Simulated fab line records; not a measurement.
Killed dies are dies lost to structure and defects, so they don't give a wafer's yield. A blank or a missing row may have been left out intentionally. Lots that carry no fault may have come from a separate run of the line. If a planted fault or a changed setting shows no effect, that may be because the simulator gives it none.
fab line records -- flow n5_finfet
record lots=14, wafers=41, last_day=19
route steps=1938 shown BEOL_M15@1789
lots with no fault: from the same line, run without faults
start_h: the number of hours between the record's first day and the start of the first shown wafer of the lot -- wait_h: hours elapsed since this lot's preceding step -- " same as the row above -- L1.1+2: a single row standing in for several wafers -- - no value present, or no start provided -- * or withheld: withheld -- < > ~ a bound
route shown NAME@n: NAME is a module with steps in the file, n the number in the route of the first one -- usual: average and standard deviation across the fault-free wafers -- same: alike in all rows -- chamber/n: place in a boat -- sites: the reading at each site -- _std_site: the standard deviation of these -- _edge_site: outer sites' mean less inner sites' -- radius_mm: how far each site lies from the wafer's centre -- mask NAME#n: copy n -- behind: the tool/chamber that last shaped the wafer -- hold: reason for holding the lot/hours on hold/outcome of the hold -- device: the n, p or np transistor that did not switch -- end of line: at the end of the route, the tests of the same wafers -- a step without rows: its recipe alone -- killed: dies lost to structure and defects at the first sort, not the wafer's yield -- map: a wafer's dies, x killed, . not, _ none there
set.NAME: the setting as run; set.NAME@STEP: as run at that earlier step -- model.NAME: the simulator's own value behind a step, which no gauge read
a sample of lots followed through the steps of the route, with each step as a table and each wafer as a row
services: from which hour (start_h, from the record's first day; less than 0 if before it) a tool's chamber was out of use, for how many hours, and why
## steps
# step N5_BEOL_M15_STRIP_63
# recipe chemistry=O2, power_w=600, temp_c=60, pressure_mtorr=30, rf_frequency_hz=6e+07, bias_power_w=0, overash_fraction=0.3, o2_flow_sccm=225
# usual chamber_pressure_mTorr=30.00/0.038, drypump_motor_current_A=5.6/0.51, oes_product_au=0.78/0.076, rf_vpp_V=3.6/0.67, showerhead_plenum_p_Torr=2.11/0.052, throttle_valve_pct=16.72/0.23
lot.wafer,tool,chamber,start_h,wait_h,chamber_pressure_mTorr,drypump_motor_current_A,oes_product_au,rf_hours_counter_h,rf_vpp_V,showerhead_plenum_p_Torr,throttle_valve_pct
L577.1,rie_diel-06,2,-,-,30.01,5.8,0.75,182,3.1,2.10,17.06
L577.3,rie_diel-06,1,-,-,29.97,5.5,0.74,194,3.6,2.17,16.94
L578.1,rie_diel-04,1,-,-,30.07,6.1,0.72,190,3.7,2.19,16.72
L578.2,rie_diel-04,3,-,-,30.05,5.3,0.81,74,3.6,2.15,16.72
L578.5,rie_diel-04,2,-,-,29.97,5.0,0.81,-,3.5,2.03,16.80
L582.2,rie_diel-06,1,-,-,30.00,5.6,0.72,202,3.4,2.17,16.93
L582.3,rie_diel-06,0,-,-,30.03,4.9,0.94,2,4.5,2.06,16.05
L582.6,rie_diel-06,1,-,-,30.06,5.5,0.73,-,3.5,2.17,16.93
L581.1,rie_diel-06,3,-,-,30.02,6.3,0.90,32,3.3,2.04,16.43
L581.3,rie_diel-06,0,-,-,30.05,4.9,0.95,2,2.5,2.06,16.06
L581.6,rie_diel-06,2,-,-,30.02,5.8,0.73,-,4.6,2.10,17.07
L584.2,rie_diel-06,2,-,-,30.01,5.8,0.74,193,3.5,2.10,17.10
L584.5,rie_diel-06,0,-,-,30.01,4.9,0.94,-,5.0,2.05,16.06
L584.6,rie_diel-06,1,-,-,29.94,5.5,0.72,-,4.4,2.17,16.92
L587.4,rie_diel-04,1,-,-,30.00,6.1,0.73,204,3.9,2.18,16.75
L587.5,rie_diel-04,1,-,-,30.00,6.2,0.73,-,4.0,2.18,16.76
L587.6,rie_diel-04,0,-,-,29.99,5.1,0.76,-,3.4,2.09,16.65
L590.4,rie_diel-02,0,-,-,29.99,5.3,0.68,246,3.0,2.07,17.02
L590.5,rie_diel-02,2,-,-,29.98,6.3,0.88,-,2.3,2.14,16.65
L590.6,rie_diel-02,3,-,-,29.97,5.0,0.72,-,3.4,2.17,16.66
L592.1,rie_diel-02,1,-,-,29.99,5.7,0.75,186,3.3,2.08,16.67
L592.5,rie_diel-02,3,-,-,29.94,5.0,0.72,-,3.0,2.17,16.65
L592.6,rie_diel-02,2,-,-,29.95,6.3,0.86,-,3.5,2.14,16.64
L591.1,rie_diel-02,2,-,-,29.99,6.3,0.86,54,3.0,2.14,16.66
L591.3,rie_diel-02,1,-,-,29.91,5.7,0.74,187,2.6,2.08,16.68
L591.5,rie_diel-02,1,-,-,30.01,5.7,0.74,-,3.6,2.08,16.66
L593.1,rie_diel-04,3,-,-,30.00,5.3,0.77,105,4.3,2.14,16.77
L593.2,rie_diel-04,2,-,-,29.95,5.0,0.79,128,3.1,2.02,16.83
L593.5,rie_diel-04,2,-,-,29.90,4.9,0.79,-,3.5,2.02,16.86
L595.1,rie_diel-02,1,-,-,30.07,5.7,0.74,195,4.1,2.08,16.69
L595.2,rie_diel-02,3,-,-,29.98,5.0,0.71,223,3.4,2.17,16.67
L595.6,rie_diel-02,1,-,-,30.02,5.7,0.75,-,2.7,2.08,16.69
L599.2,rie_diel-02,0,-,-,30.00,5.3,0.93,13,3.7,2.06,16.54
L599.5,rie_diel-02,2,-,-,30.04,6.3,0.84,-,3.6,2.13,16.70
L599.6,rie_diel-02,3,-,-,30.02,4.9,0.70,-,2.8,2.16,16.69
L600.1,rie_diel-04,0,-,-,30.07,5.1,0.74,163,3.6,2.08,16.72
L600.3,rie_diel-04,3,-,-,30.01,5.3,0.77,118,3.6,2.13,16.81
L600.6,rie_diel-04,0,-,-,30.03,5.1,0.73,-,2.8,2.08,16.72
L598.2,rie_diel-04,2,-,-,30.05,5.0,0.78,148,3.8,2.01,16.89
L598.3,rie_diel-04,0,-,-,29.98,5.1,0.73,164,3.7,2.08,16.73
L598.6,rie_diel-04,3,-,-,29.99,5.3,0.77,-,3.7,2.13,16.82
# step N5_BEOL_M15_DEVELOP_27
# recipe develop_time_s=45, rinse_liquid=diw, dry=air_spin, dev_temp_c=21
# usual chill_plate_temp_C=22.98/0.1, develop_time_s=45/0, developer_temp_C=21.00/0.097
lot.wafer,tool,chamber,start_h,wait_h,chill_plate_temp_C,develop_time_s,developer_temp_C
L577.1,litho_track-05,0,249.81,-,22.93,45,20.89
L577.3,litho_track-05,0,249.81,-,22.78,45,20.97
L578.1,litho_track-01,0,253.29,-,23.03,45,21.02
L578.2,litho_track-01,0,253.29,-,23.09,45,20.93
L578.5,litho_track-01,0,253.29,-,23.26,45,20.88
L582.2,litho_track-03,-,269.78,-,-,-,-
L582.3,litho_track-03,-,269.78,-,-,-,-
L582.6,litho_track-03,-,269.78,-,-,-,-
L581.1,litho_track-03,-,269.99,-,-,-,-
L581.3,litho_track-03,-,269.99,-,-,-,-
L581.6,litho_track-03,-,269.99,-,-,-,-
L584.2,litho_track-01,0,283.08,-,22.99,45,21.01
L584.5,litho_track-01,0,283.08,-,23.00,45,20.96
L584.6,litho_track-01,0,283.08,-,22.91,45,20.95
L587.4,litho_track-01,0,302.69,-,22.82,45,20.84
L587.5,litho_track-01,0,302.69,-,22.79,45,21.02
L587.6,litho_track-01,0,302.69,-,22.79,45,21.09
L590.4,litho_track-03,0,333.51,-,22.88,45,21.08
L590.5,litho_track-03,0,333.51,-,22.89,45,21.27
L590.6,litho_track-03,0,333.51,-,23.19,45,20.99
L592.1,litho_track-03,0,339.82,-,23.10,45,21.11
L592.5,litho_track-03,0,339.82,-,23.14,45,21.16
L592.6,litho_track-03,0,339.82,-,23.08,45,21.01
L591.1,litho_track-03,0,343.50,-,23.14,45,20.92
L591.3,litho_track-03,0,343.50,-,22.96,45,21.01
L591.5,litho_track-03,0,343.50,-,23.01,45,20.90
L593.1,litho_track-03,0,370.12,-,22.82,45,20.91
L593.2,litho_track-03,0,370.12,-,23.07,45,20.93
L593.5,litho_track-03,0,370.12,-,22.86,45,20.82
L595.1,litho_track-05,0,383.21,-,23.06,45,21.09
L595.2,litho_track-05,0,383.21,-,23.03,45,20.95
L595.6,litho_track-05,0,383.21,-,23.11,45,20.90
L599.2,litho_track-01,0,415.41,-,23.07,45,20.87
L599.5,litho_track-01,0,415.41,-,23.04,45,21.08
L599.6,litho_track-01,0,415.41,-,22.95,45,21.00
L600.1,litho_track-03,0,442.09,-,22.73,45,20.92
L600.3,litho_track-03,0,442.09,-,22.91,45,20.94
L600.6,litho_track-03,0,442.09,-,22.94,45,20.95
L598.2,litho_track-01,0,446.55,-,22.88,45,21.11
L598.3,litho_track-01,0,446.55,-,23.02,45,21.23
L598.6,litho_track-01,0,446.55,-,22.83,45,20.92
# step N5_BEOL_M15_DESCUM_33
# recipe chemistry=O2, time_s=7.9, source_power_w=50, bias_power_w=20, pressure_mtorr=20, rf_frequency_hz=2.712e+07, temp_c=40, o2_flow_sccm=225
# usual chamber_pressure_mTorr=20.000/0.017, drypump_motor_current_A=5.5/0.49, oes_product_au=0.79/0.078, rf_vpp_V=243.2/1.1, showerhead_plenum_p_Torr=2.10/0.054, throttle_valve_pct=20.47/0.26
lot.wafer,tool,chamber,start_h,wait_h,chamber_pressure_mTorr,drypump_motor_current_A,oes_product_au,rf_hours_counter_h,rf_vpp_V,showerhead_plenum_p_Torr,throttle_valve_pct
L577.1,rie_diel-04,1,250.15,0.2,19.959,6.1,0.73,189,244.3,2.18,20.47
L577.3,rie_diel-04,2,250.15,0.2,20.021,5.0,0.83,94,241.6,2.03,20.55
L578.1,rie_diel-04,1,253.49,0.0,19.998,6.1,0.73,190,244.3,2.18,20.47
L578.2,rie_diel-04,2,253.49,0.0,19.978,5.0,0.83,96,242.3,2.03,20.55
L578.5,rie_diel-04,0,253.49,0.0,20.004,5.1,0.78,-,243.6,2.09,20.36
L582.2,rie_diel-04,0,270.04,0.1,19.980,5.1,0.76,120,243.4,2.09,20.37
L582.3,rie_diel-04,3,270.04,0.1,20.058,5.3,0.80,80,243.0,2.14,20.54
L582.6,rie_diel-04,2,270.04,0.1,20.008,5.0,0.81,-,241.3,2.02,20.55
L581.1,rie_diel-06,1,270.19,0.0,20.003,5.5,0.72,202,244.8,2.17,20.68
L581.3,rie_diel-06,3,270.19,0.0,19.986,6.2,0.88,33,241.1,2.04,20.24
L581.6,rie_diel-06,1,270.19,0.0,20.000,5.5,0.72,-,243.7,2.17,20.70
L584.2,rie_diel-06,0,283.28,0.0,19.994,4.9,0.92,6,242.9,2.05,19.81
L584.5,rie_diel-06,3,283.28,0.0,20.015,6.3,0.88,-,243.1,2.04,20.26
L584.6,rie_diel-06,0,283.28,0.0,20.018,4.9,0.92,-,244.2,2.05,19.81
L587.4,rie_diel-02,3,302.89,0.0,19.988,5.0,0.72,205,244.3,2.17,20.37
L587.5,rie_diel-02,1,302.89,0.0,19.986,5.7,0.76,-,242.4,2.08,20.39
L587.6,rie_diel-02,0,302.89,0.0,20.018,5.3,0.69,-,243.9,2.07,20.74
L590.4,rie_diel-04,2,333.80,0.1,19.998,5.0,0.80,119,243.3,2.02,20.58
L590.5,rie_diel-04,1,333.80,0.1,20.009,6.1,0.72,-,244.9,2.18,20.50
L590.6,rie_diel-04,2,333.80,0.1,19.974,5.0,0.81,-,241.6,2.02,20.60
L592.1,rie_diel-04,1,340.02,0.0,20.003,6.1,0.71,214,244.8,2.18,20.51
L592.5,rie_diel-04,0,340.02,0.0,20.018,5.1,0.75,-,243.8,2.08,20.41
L592.6,rie_diel-04,3,340.02,0.0,19.999,5.2,0.79,-,243.6,2.13,20.57
L591.1,rie_diel-02,2,343.70,0.0,20.003,6.3,0.85,55,242.0,2.13,20.47
L591.3,rie_diel-02,0,343.70,0.0,19.983,5.3,0.67,250,243.6,2.06,20.75
L591.5,rie_diel-02,3,343.70,0.0,20.040,4.9,0.71,-,244.4,2.17,20.38
L593.1,rie_diel-02,0,370.32,0.0,20.016,5.3,1.00,2,242.6,2.06,20.30
L593.2,rie_diel-02,3,370.32,0.0,19.999,5.0,0.70,221,243.8,2.16,20.39
L593.5,rie_diel-02,1,370.32,0.0,19.989,5.7,0.74,-,243.5,2.07,20.43
L595.1,rie_diel-04,0,383.40,0.0,20.035,5.2,0.74,148,243.4,2.08,20.42
L595.2,rie_diel-04,2,383.40,0.0,20.012,5.0,0.80,131,240.9,2.01,20.61
L595.6,rie_diel-04,1,383.40,0.0,19.987,6.1,0.71,-,243.6,2.17,20.52
L599.2,rie_diel-06,3,416.11,0.5,20.001,6.3,0.83,70,241.0,2.03,20.31
L599.5,rie_diel-06,0,416.11,0.5,19.982,4.9,0.85,-,242.8,2.04,19.87
L599.6,rie_diel-06,1,416.11,0.5,19.964,5.5,0.69,-,244.2,2.15,20.74
L600.1,rie_diel-04,3,442.29,0.0,19.984,5.3,0.76,118,243.2,2.13,20.60
L600.3,rie_diel-04,0,442.29,0.0,19.977,5.2,0.72,163,242.4,2.08,20.44
L600.6,rie_diel-04,3,442.29,0.0,20.005,5.3,0.76,-,242.2,2.13,20.62
L598.2,rie_diel-02,3,446.75,0.0,19.977,5.0,0.69,245,244.4,2.15,20.40
L598.3,rie_diel-02,0,446.75,0.0,20.008,5.3,0.92,25,241.4,2.05,20.35
L598.6,rie_diel-02,3,446.75,0.0,20.007,5.0,0.69,-,244.6,2.15,20.40
# step N5_BEOL_M15_ETCH_61
# recipe chemistry=N2/H2, target=BARC, target_depth_a=890, overetch_a=267, time_s=67.9, ion_energy_ev=200, pressure_mtorr=30, source_w=840, bias_w=150, n2_flow_sccm=200, h2_flow_sccm=200
# usual chamber_pressure_mTorr=29.999/0.026, drypump_motor_current_A=5.5/0.49, oes_product_au=0.67/0.06, rf_vpp_V=523.8/1.8, showerhead_plenum_p_Torr=2.54/0.06, throttle_valve_pct=17.93/0.23
lot.wafer,tool,chamber,start_h,wait_h,chamber_pressure_mTorr,drypump_motor_current_A,oes_product_au,rf_hours_counter_h,rf_vpp_V,showerhead_plenum_p_Torr,throttle_valve_pct
L577.1,rie_diel-04,1,250.19,0.0,30.033,6.2,0.63,189,526.2,2.64,17.92
L577.3,rie_diel-04,2,250.19,0.0,30.037,4.9,0.70,94,523.1,2.45,17.95
L578.1,rie_diel-04,1,253.52,0.0,30.063,6.1,0.62,190,525.1,2.64,17.94
L578.2,rie_diel-04,2,253.52,0.0,29.996,5.0,0.70,96,521.9,2.45,17.96
L578.5,rie_diel-04,0,253.52,0.0,29.928,5.1,0.65,-,523.6,2.55,17.80
L582.2,rie_diel-04,0,270.07,0.0,29.990,5.1,0.66,120,525.4,2.55,17.82
L582.3,rie_diel-04,3,270.07,0.0,30.009,5.3,0.68,80,523.0,2.57,17.81
L582.6,rie_diel-04,2,270.07,0.0,30.006,5.0,0.70,-,522.2,2.44,17.98
L581.1,rie_diel-06,1,270.23,0.0,29.981,5.5,0.62,202,526.2,2.62,18.12
L581.3,rie_diel-06,3,270.23,0.0,29.980,6.2,0.74,33,521.3,2.50,17.89
L581.6,rie_diel-06,1,270.23,0.0,30.015,5.5,0.62,-,526.4,2.62,18.13
L584.2,rie_diel-06,0,283.31,0.0,29.994,4.9,0.79,6,522.4,2.51,17.34
L584.5,rie_diel-06,3,283.31,0.0,29.968,6.2,0.73,-,523.0,2.50,17.89
L584.6,rie_diel-06,0,283.31,0.0,30.024,4.9,0.79,-,523.8,2.51,17.34
L587.4,rie_diel-02,3,302.92,0.0,29.985,5.0,0.62,205,526.3,2.65,17.91
L587.5,rie_diel-02,1,302.92,0.0,29.985,5.7,0.65,-,523.9,2.54,18.01
L587.6,rie_diel-02,0,302.92,0.0,29.994,5.3,0.59,-,521.1,2.51,18.35
L590.4,rie_diel-04,2,333.83,0.0,29.984,5.0,0.68,119,519.2,2.44,17.99
L590.5,rie_diel-04,1,333.83,0.0,29.975,6.2,0.62,-,525.5,2.63,17.96
L590.6,rie_diel-04,2,333.83,0.0,30.019,5.0,0.68,-,521.3,2.44,18.00
L592.1,rie_diel-04,1,340.05,0.0,30.019,6.1,0.61,214,525.5,2.63,17.95
L592.5,rie_diel-04,0,340.05,0.0,29.973,5.1,0.64,-,524.1,2.54,17.84
L592.6,rie_diel-04,3,340.05,0.0,30.004,5.3,0.67,-,523.2,2.56,17.84
L591.1,rie_diel-02,2,343.73,0.0,29.971,6.4,0.73,55,524.9,2.58,17.83
L591.3,rie_diel-02,0,343.73,0.0,30.048,5.3,0.59,250,522.6,2.51,18.38
L591.5,rie_diel-02,3,343.73,0.0,29.950,5.0,0.62,-,527.6,2.64,17.93
L593.1,rie_diel-02,0,370.35,0.0,29.997,5.3,0.83,2,522.6,2.51,17.90
L593.2,rie_diel-02,3,370.35,0.0,30.005,5.0,0.61,221,526.1,2.64,17.92
L593.5,rie_diel-02,1,370.35,0.0,29.960,5.8,0.64,-,523.1,2.53,18.02
L595.1,rie_diel-04,0,383.44,0.0,29.943,5.2,0.63,148,523.8,2.53,17.86
L595.2,rie_diel-04,2,383.44,0.0,29.989,5.0,0.67,131,520.4,2.43,18.04
L595.6,rie_diel-04,1,383.44,0.0,29.993,6.1,0.61,-,525.6,2.62,17.99
L599.2,rie_diel-06,3,416.14,0.0,29.983,6.3,0.70,70,521.1,2.49,17.95
L599.5,rie_diel-06,0,416.14,0.0,29.972,4.9,0.73,-,522.2,2.49,17.40
L599.6,rie_diel-06,1,416.14,0.0,29.988,5.5,0.61,-,524.3,2.61,18.18
L600.1,rie_diel-04,3,442.32,0.0,29.991,5.3,0.65,118,525.6,2.56,17.88
L600.3,rie_diel-04,0,442.32,0.0,29.994,5.1,0.63,163,523.6,2.53,17.87
L600.6,rie_diel-04,3,442.32,0.0,29.981,5.3,0.66,-,523.0,2.55,17.89
L598.2,rie_diel-02,3,446.78,0.0,30.042,5.0,0.61,245,524.6,2.63,17.95
L598.3,rie_diel-02,0,446.78,0.0,30.013,5.3,0.77,25,523.7,2.50,17.95
L598.6,rie_diel-02,3,446.78,0.0,29.974,4.9,0.60,-,526.7,2.63,17.97
## services
tool,chamber,start_h,hours,kind
rie_diel-06,3,235.37,2.3,repair
rie_diel-06,0,244.91,-,clean
rie_diel-06,0,244.91,-,consumable_replace:focus_ring
rie_diel-06,0,244.91,17.9,scheduled_down
rie_diel-06,0,244.91,17.9,vent_cycle
litho_track-03,-,246.69,-,consumable_replace:filter
rie_diel-06,1,295.74,3.9,repair
rie_diel-06,1,303.97,8.4,repair
rie_diel-06,0,337.93,3.2,repair
rie_diel-04,3,342.35,3.4,repair
rie_diel-02,0,344.87,-,clean
rie_diel-02,0,344.87,-,consumable_replace:focus_ring
rie_diel-02,0,344.87,15.9,scheduled_down
rie_diel-02,0,344.87,15.9,vent_cycle
rie_diel-02,3,347.28,2.8,repair
rie_diel-04,0,359.94,1.7,repair
rie_diel-04,3,395.94,23.0,repair
rie_diel-04,-,403.75,0.9,repair
rie_diel-04,0,409.11,3.8,repair
rie_diel-04,-,413.19,2.8,pm
rie_diel-04,2,426.35,1.6,repair
rie_diel-06,-,432.98,2.1,repair
rie_diel-02,2,440.36,18.8,repair
litho_track-03,-,446.69,-,consumable_replace:filter
## key
first_sign step=N5_BEOL_M15_DEVELOP_27, reading=tool_record, direction=missing
effect none on later readings
met_at N5_BEOL_M15_DEVELOP_27
struck_lots L581,L582
later_rows_left_out L581.1,L581.3,L581.6,L582.2,L582.3,L582.6
sort_left_out L581.1,L581.3,L581.6,L582.2,L582.3,L582.6
not_acting_at N5_BEOL_M15_STRIP_63,N5_BEOL_M15_DESCUM_33,N5_BEOL_M15_ETCH_61
fault kind=skipped_step_whole, tool=litho_track-03, chamber=-, onset_h=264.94, steps=N5_BEOL_M15_DEVELOP_27, scope=struck_lots_only
# sort_left_out: the simulated sort isn't trusted on such a fault, so these wafers' sort isn't shown, and their yield isn't known
# later_rows_left_out: the simulator's readings of these wafers behind a module that went badly wrong aren't trusted and aren't shown, but for the sort
